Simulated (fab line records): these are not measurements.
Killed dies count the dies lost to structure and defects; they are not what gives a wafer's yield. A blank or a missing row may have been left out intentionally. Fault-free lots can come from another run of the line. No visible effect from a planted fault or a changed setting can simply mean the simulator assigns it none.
fab line records	flow n5-finfet
[record] lots = 12	wafers = 35	last-day = 19
route steps=1938 shown BEOL_M9@1402
lots that met no fault: from a run of the same line without faults
start-h: start of the lot's first displayed wafer, in hours after the record's first day	wait-h: hours elapsed since this lot's preceding step	" identical to the entry in the row above	L1.1+2: a single row standing in for several wafers	- no value present, or no start provided	* or withheld: withheld	< > ~ a bound
route shown NAME@n: NAME is a module with steps in the file, n the number in the route of the first one	usual: mean/standard deviation taken from wafers without a fault	same: alike in all rows	chamber/n: place in a boat	sites: readings site by site	_std_site: their standard deviation	_edge_site: the outer-site mean with the inner-site mean subtracted	radius-mm: for every site, how far away it sits from the centre of the wafer	mask NAME#n: copy n	behind: the last tool/chamber to shape the wafer	hold: why the lot was held/for how many hours/how that ended	device: the n, p or np transistor that did not switch	end of line: the same wafers' tests at the end of the route	step lacking rows: just its recipe	killed: the dies lost at the first sort to structure and to defects; this is not the yield of the wafer	map: per-die view of a wafer (x killed, . not killed, _ where there is no die)
set.NAME: the run value of the setting; set.NAME@STEP: its run value at that earlier step	model.NAME: the simulator's own value behind a step, which no gauge read
a sample of lots followed through the steps of the route, with each step as a table and each wafer as a row
services: from which hour (start-h, from the record's first day; less than 0 if before it) a tool's chamber was out of use, for how many hours, and why
[[steps]]
[step N5_BEOL_M9_CURE_71]
[recipe] temp-c = 385	time-s = 240	ambient = He/Ar	material = SiCOH_lowk
[usual] lamp-power-pct = 52.32/0.049	wafer_temp_C_max = 386.8/0.64
lot.wafer	tool	chamber	start-h	wait-h	lamp-power-pct	wafer_temp_C_max
L264.1	uv-cure-03	0	249.36	0.0	52.38	386.3
L264.4	"	0	"	"	52.41	385.9
L264.6	"	0	"	"	52.31	386.2
L268.2	uv-cure-02	1	274.45	0.1	52.29	387.5
L268.3	"	1	"	"	52.24	387.4
L268.5	"	1	"	"	52.31	387.4
L273.3	uv-cure-01	1	303.05	0.4	52.31	387.8
L273.4	"	1	"	"	52.26	387.2
L273.6	"	1	"	"	52.29	387.0
L274.3	uv-cure-03	2	315.47	0.2	52.31	387.4
L274.5	"	2	"	"	52.42	386.9
L274.6	"	2	"	"	52.38	387.2
L276.1	uv-cure-02	1	316.21	0.0	52.27	387.3
L276.4	"	1	"	"	52.29	388.0
L276.5	"	1	"	"	52.34	388.1
L280.1	uv-cure-03	2	342.51	0.1	52.35	387.1
L280.4	"	2	"	"	52.34	387.3
L280.6	"	2	"	"	52.40	387.4
L279.1	uv-cure-01	2	343.37	0.1	52.30	386.6
L279.6	"	2	"	"	52.28	386.1
L281.2	uv-cure-01	2	348.45	0.1	52.37	386.0
L281.3	"	2	"	"	52.38	386.2
L281.6	"	2	"	"	52.35	386.2
L282.1	uv-cure-03	1	358.88	0.1	52.31	386.9
L282.3	"	1	"	"	52.26	387.1
L282.5	"	1	"	"	52.31	386.3
L284.2	uv-cure-01	0	371.77	0.1	52.29	386.7
L284.4	"	0	"	"	52.29	386.9
L284.5	"	0	"	"	52.34	386.2
L285.3	uv-cure-01	2	377.37	0.2	52.19	386.0
L285.4	"	2	"	"	52.33	386.1
L285.5	"	2	"	"	52.25	386.4
L286.1	uv-cure-01	2	378.38	0.0	52.32	385.8
L286.3	"	2	"	"	52.31	385.7
L286.4	"	2	"	"	52.35	386.1
[step N5_BEOL_M9_STRIP_19]
[recipe] chemistry = O2	power-w = 400	temp-c = 40	pressure-mtorr = 30	rf-frequency-hz = 6e+07	bias-power-w = 0	overash-fraction = 0.2	o2-flow-sccm = 225
[usual] drypump-motor-current-A = 5.8/0.39	oes-product-au = 0.81/0.096	rf-vpp-V = 3.6/0.59	showerhead-plenum-p-Torr = 2.11/0.069	throttle-valve-pct = 16.67/0.19
lot.wafer	tool	chamber	start-h	wait-h	drypump-motor-current-A	oes-product-au	rf-hours-counter-h	rf-vpp-V	showerhead-plenum-p-Torr	throttle-valve-pct
L264.1	rie-diel-01	0	252.63	0.1	6.3	0.83	77	3.3	2.11	16.81
L264.4	"	0	"	"	6.3	0.82	-	3.1	2.11	16.79
L264.6	"	2	"	"	5.9	0.96	-	4.7	2.23	16.51
L268.2	rie-diel-02	2	276.89	0.2	6.2	0.68	241	3.9	2.06	16.64
L268.3	"	0	"	"	5.5	0.74	192	2.3	2.16	17.11
L268.5	"	3	"	"	6.3	0.86	-	4.0	2.23	16.62
L273.3	rie-diel-02	3	306.48	0.1	6.2	0.86	64	4.5	2.22	16.63
L273.4	"	2	"	"	6.2	0.67	249	3.4	2.06	16.65
L273.6	"	2	"	"	6.1	0.66	-	4.2	2.06	16.66
L276.1	rie-diel-05	1	318.68	0.1	6.0	0.72	179	3.2	2.07	16.73
L276.4	"	2	"	"	5.0	0.72	-	3.3	1.99	16.69
L276.5	"	3	"	"	5.8	0.90	-	3.6	2.14	16.58
L274.3	rie-diel-05	3	318.77	0.1	5.8	0.92	18	2.8	2.14	16.58
L274.5	"	3	"	"	5.8	0.92	-	4.1	2.14	16.56
L274.6	"	1	"	"	6.0	0.73	-	3.5	2.07	16.72
L280.1	rie-diel-01	2	346.62	0.2	5.9	0.91	51	3.0	2.22	16.56
L280.4	"	1	"	"	5.8	0.86	38	3.1	2.15	16.74
L280.6	"	3	"	"	5.8	0.79	-	3.9	2.10	16.73
L279.1	rie-diel-05	0	347.12	0.2	6.1	0.97	6	3.8	2.14	16.46
L279.6	"	3	"	"	5.7	0.89	-	3.8	2.14	16.58
L281.2	rie-diel-05	1	352.22	0.1	6.0	0.71	191	4.2	2.07	16.74
L281.3	"	0	"	"	6.1	0.97	7	4.2	2.14	16.44
L281.6	"	1	"	"	6.0	0.71	-	3.9	2.07	16.73
L282.1	rie-diel-02	1	362.10	0.1	5.7	0.85	58	4.1	2.11	16.40
L282.3	"	3	"	"	6.2	0.83	82	3.1	2.22	16.68
L282.5	"	2	"	"	6.2	0.94	-	2.8	2.05	16.25
L284.2	rie-diel-05	0	373.29	0.1	6.1	0.95	14	3.1	2.14	16.47
L284.4	"	2	"	"	5.0	0.70	235	5.0	1.99	16.72
L284.5	"	2	"	"	5.0	0.70	-	3.9	1.99	16.72
L285.3	rie-diel-05	0	380.69	0.1	6.1	0.93	16	4.3	2.14	16.47
L285.4	"	1	"	"	6.0	0.71	199	2.9	2.07	16.76
L285.5	"	3	"	"	5.8	0.87	-	3.4	2.14	16.62
L286.1	rie-diel-05	3	380.79	0.1	5.7	0.87	39	3.4	2.14	16.61
L286.3	"	0	"	"	6.1	0.94	16	3.8	2.14	16.45
L286.4	"	1	"	"	6.0	0.70	199	3.5	2.07	16.77
[step N5_BEOL_M9_COAT_63]
[recipe] resist = SOC	temp-c = 250	time-s = 60	spin-rpm = 1500	resist-thk-nm = 60
[usual] resist-line-temp-C = 23.02/0.11	spin-speed-rpm = 1500.2/0.95
lot.wafer	tool	chamber	start-h	wait-h	resist-line-temp-C	spin-speed-rpm
L264.1	litho-track-01	0	254.34	1.6	23.12	1500.6
L264.4	"	0	"	"	23.01	1502.4
L264.6	"	0	"	"	23.11	1499.9
L268.2	litho-track-03	0	277.80	0.8	23.04	1499.3
L268.3	"	0	"	"	22.92	1499.8
L268.5	"	0	"	"	22.91	1499.3
L273.3	litho-track-03	0	310.55	4.0	22.91	1715.6
L273.4	"	0	"	"	22.90	1713.2
L273.6	"	0	"	"	23.11	1713.3
L276.1	litho-track-01	0	319.82	1.1	23.10	1502.1
L276.4	"	0	"	"	22.99	1499.7
L276.5	"	0	"	"	23.21	1501.7
L274.3	litho-track-03	0	320.11	1.3	22.88	1715.4
L274.5	"	0	"	"	23.01	1716.0
L274.6	"	0	"	"	23.00	1714.5
L280.1	litho-track-01	0	349.88	3.2	23.03	1500.0
L280.4	"	0	"	"	22.93	1500.4
L280.6	"	0	"	"	22.96	1501.3
L279.1	litho-track-05	0	350.18	3.0	23.11	1500.3
L279.6	"	0	"	"	23.14	1501.7
L281.2	litho-track-01	0	352.42	0.1	22.94	1499.7
L281.3	"	0	"	"	22.96	1500.8
L281.6	"	0	"	"	22.93	1500.0
L282.1	litho-track-05	0	365.44	3.3	22.97	1499.6
L282.3	"	0	"	"	22.97	1501.6
L282.5	"	0	"	"	23.04	1500.6
L284.2	litho-track-05	0	373.71	0.3	23.16	1500.0
L284.4	"	0	"	"	23.11	1499.9
L284.5	"	0	"	"	23.18	1501.7
L286.1	litho-track-01	0	382.39	1.5	23.16	1500.5
L286.3	"	0	"	"	22.96	1500.7
L286.4	"	0	"	"	23.10	1501.2
L285.3	litho-track-03	0	382.40	1.6	23.00	1502.3
L285.4	"	0	"	"	22.94	1501.3
L285.5	"	0	"	"	23.06	1500.9
[step N5_BEOL_M9_INSPECT_30]
[recipe] mode = adi	inspect-instrument = brightfield
[usual] raw-defect-count = 452/120
lot.wafer	tool	chamber	start-h	wait-h	raw-defect-count
L264.1	defect-inspect-02	-	254.70	0.1	569
L264.4	"	-	"	"	398
L264.6	"	-	"	"	820
L268.2	defect-inspect-02	-	278.32	0.0	409
L268.3	"	-	"	"	531
L268.5	"	-	"	"	461
L273.3	defect-inspect-02	-	311.24	0.3	428
L273.4	"	-	"	"	388
L273.6	"	-	"	"	587
L276.1	defect-inspect-02	-	320.29	0.1	624
L276.4	"	-	"	"	613
L276.5	"	-	"	"	703
L274.3	defect-inspect-01	-	320.59	0.0	410
L274.5	"	-	"	"	323
L274.6	"	-	"	"	260
L280.1	defect-inspect-02	-	350.36	0.1	648
L280.4	"	-	"	"	552
L280.6	"	-	"	"	613
L279.1	defect-inspect-02	-	350.82	0.1	437
L279.6	"	-	"	"	557
L281.2	defect-inspect-02	-	352.90	0.0	297
L281.3	"	-	"	"	360
L281.6	"	-	"	"	456
L282.1	defect-inspect-01	-	365.93	0.1	524
L282.3	"	-	"	"	542
L282.5	"	-	"	"	821
L284.2	defect-inspect-02	-	374.19	0.0	398
L284.4	"	-	"	"	441
L284.5	"	-	"	"	451
L286.1	defect-inspect-02	-	382.75	0.1	287
L286.3	"	-	"	"	341
L286.4	"	-	"	"	530
L285.3	defect-inspect-02	-	382.79	0.0	545
L285.4	"	-	"	"	487
L285.5	"	-	"	"	332
[[services]]
tool	chamber	start-h	hours	kind
rie-diel-05	0	227.75	9.5	repair
rie-diel-05	3	237.47	-	clean
rie-diel-05	3	237.47	-	consumable-replace:focus-ring
rie-diel-05	3	237.47	25.4	scheduled-down
rie-diel-05	3	237.47	25.4	vent-cycle
rie-diel-01	3	252.29	4.1	repair
uv-cure-01	-	259.51	2.1	pm
litho-track-05	-	263.07	-	consumable-replace:filter
rie-diel-02	-	263.90	1.7	repair
uv-cure-03	-	272.28	3.4	pm
litho-track-01	-	281.34	-	consumable-replace:filter
uv-cure-02	-	286.38	1.0	pm
uv-cure-03	-	304.09	6.0	pm
rie-diel-05	0	306.85	-	clean
rie-diel-05	0	306.85	-	consumable-replace:focus-ring
rie-diel-01	0	309.55	5.6	repair
uv-cure-03	-	311.70	3.2	repair
rie-diel-02	2	313.40	-	clean
rie-diel-02	2	313.40	-	consumable-replace:focus-ring
rie-diel-02	2	313.40	18.2	scheduled-down
rie-diel-02	2	313.40	18.2	vent-cycle
rie-diel-01	-	320.61	2.8	pm
rie-diel-01	3	370.74	13.1	repair
[[key]]
[first-sign] step = N5_BEOL_M9_COAT_63	reading = spin-speed-rpm	direction = up	sigmas = 99+	usual = *	struck = *
effect none on later readings
met-at N5_BEOL_M9_COAT_63
struck-lots L273,L274
not-acting-at N5_BEOL_M9_CURE_71,N5_BEOL_M9_STRIP_19,N5_BEOL_M9_INSPECT_30
onset-between 277.80 310.55
[fault] kind = process-parameter-drift	tool = litho-track-03	chamber = -	onset-h = 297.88	steps = N5_BEOL_M9_COAT_63	channel = spin-rpm	offset = *	shape = step	end-h = 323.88	acts-in = *	stated = *
